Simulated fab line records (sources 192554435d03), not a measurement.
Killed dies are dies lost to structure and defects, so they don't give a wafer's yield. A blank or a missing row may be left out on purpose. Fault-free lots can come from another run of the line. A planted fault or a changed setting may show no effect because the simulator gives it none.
A struck lot beside a sound one | flow n5Finfet | 14 out of 1938 route steps
Sound: these wafers, L753.1, L753.4, L753.5. Struck: wafers L747.1, L747.3, L747.4. The cause is named last.
Per side, at each step with rows, come the tool, then ch with its chambers, and then its first start. Under that, the readings that differ: sound wafers | struck wafers | difference of the means | sigmas: that difference in standard deviations of wafers without a fault.
alike: a reading whose means differ by less than 2 such deviations, as well as words and numbers matching on both sides. not compared: withheld readings; readings where some wafer has no value; bounds like >300 that might hide an equal value; numbers whose values overlap and for which the record gives no deviation.
Wherever a step has rows on one side only, a row that says differs or no value, or a row with sigmas, the two part there. Numbers that have no deviation but don't overlap get no sigmas and don't part them. Lack of a reading on every wafer of one side parts them only where that side has two or more wafers.

N5_DUMMY_GATE_CMP_04: polishes a-Si.
  sound on cmp-02 ch 1,3, day 6 08:02; struck on cmp-02 ch 0,2,3, day 4 21:40
reading             | sound          | struck        | difference | sigmas
timeToEndpointS (s) | 19.7 16.4 16.7 | 13.1 7.8 11.8 | -6.7       | -2
  alike: motorCurrentA
N5_DUMMY_GATE_THK_MEAS_05:
  struck on filmMetro-01, day 4 21:54; sound on filmMetro-01, day 6 08:14
  alike: thkNm
then, 10 steps without rows for these wafers: N5_DUMMY_GATE_HM_DEP_06 (deposits SiNx from DCS/NH3, target thk 80 nm, time 5141 s); N5_DUMMY_GATE_PECVD_30 (deposits SiO2 from TEOS/O2, target thk 55 nm, time 10.8 s); N5_DUMMY_GATE_COAT_34 (time 60 s, resist thk 60 nm); N5_DUMMY_GATE_COAT_35 (time 60 s, resist thk 10 nm); N5_DUMMY_GATE_COAT_28 (time 60 s, resist thk 10 nm); N5_DUMMY_GATE_COAT_09 (resist thk 30 nm); N5_DUMMY_GATE_EBR_11; N5_DUMMY_GATE_SOFTBAKE_10 (time 60 s); N5_DUMMY_GATE_EXPOSE_12 (exposes mask GATE, target cd 25 nm); N5_DUMMY_GATE_PEB_13 (peb time 60 s).
N5_DUMMY_GATE_DEVELOP_14: develop time 30 s.
  sound on lithoTrack-03 ch 0, day 6 12:36; struck on lithoTrack-03, day 5 05:46
  no value came back on the struck wafers for chillPlateTempC (C), developTimeS (s), resistLineTempC (C); on the sound wafers chillPlateTempC (C) reads 22.96 22.96 22.80
reading                                        | sound          | struck   | difference | sigmas
model.CAR-EUV_of_DUMMY_GATE_COAT_09.thkNm (nm) | 29.4 29.4 29.4 | 30 30 30 | +1         | 
N5_DUMMY_GATE_CD_MEAS_15 targets a cd of 25.8 nm.
  sound on cdSem-01 ch 0, day 6 12:40; struck on cdSem-03 ch 0, day 5 05:49
reading   | sound             | struck | difference                    | sigmas
cdNm (nm) | 24.84 24.91 25.23 | - - -  | no value on the struck wafers | 

## WHERE THEY PART
At N5_DUMMY_GATE_CMP_04 first; at N5_DUMMY_GATE_CD_MEAS_15 last (within this record only).

WHY: what the simulator had put in
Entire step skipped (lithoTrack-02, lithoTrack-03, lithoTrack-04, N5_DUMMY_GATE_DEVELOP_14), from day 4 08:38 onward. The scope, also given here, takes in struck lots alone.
